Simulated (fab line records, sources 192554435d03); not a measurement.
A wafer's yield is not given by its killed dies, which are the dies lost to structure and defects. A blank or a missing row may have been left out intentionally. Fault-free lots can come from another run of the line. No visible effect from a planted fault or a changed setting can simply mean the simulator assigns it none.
Matching of chambers	flow n5_finfet	N5_BEOL_M0_STRIP_104 on rie_diel-05: 4 sister chambers
The step strips in N2/H2. 4 wafers are shown with their chamber, then 8 later ones without.

WAFERS PAIRED WITH THEIR CHAMBERS
wafer	chamber	drypump_motor_current_A (A)
L084.6	1	4.8
L085.2	3	5.7
L085.3	2	5.8
L087.1	0	6.4

WAFERS WITH NO CHAMBER GIVEN
wafer	drypump_motor_current_A (A)
L087.3	5.6
L087.5	4.7
L088.1	4.8
L088.4	4.7
L088.5	4.8
L093.1	5.9
L093.3	5.6
L093.4	6.4

CHAMBER TAKEN BY EACH
wafer	from the rows above	in truth
L087.3	can't be placed: 3 or 2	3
L087.5	1	1
L088.1	1	1
L088.4	1	1
L088.5	1	1
L093.1	can't be placed: 2 or 3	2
L093.3	can't be placed: 3 or 2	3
L093.4	0	0
Correct placement for 5 of the 8. Unplaceable from these rows: 3, with the true chamber sitting among the candidates in 3. Placed wrongly: 0.
How it was worked out, from the rows above alone: a wafer's distance from a chamber is the root of the sum, over the readings, of the square of ((its reading less the chamber's mean) divided by the reading's scatter). The wafer belongs to the nearest chamber; if the next one is less than 2 further off, it can't be placed. For every chamber, the mean is computed from those of its wafers that are shown. The scatter: root of mean squared gap, hidden wafer to nearest shown wafer, with one shown wafer a chamber.
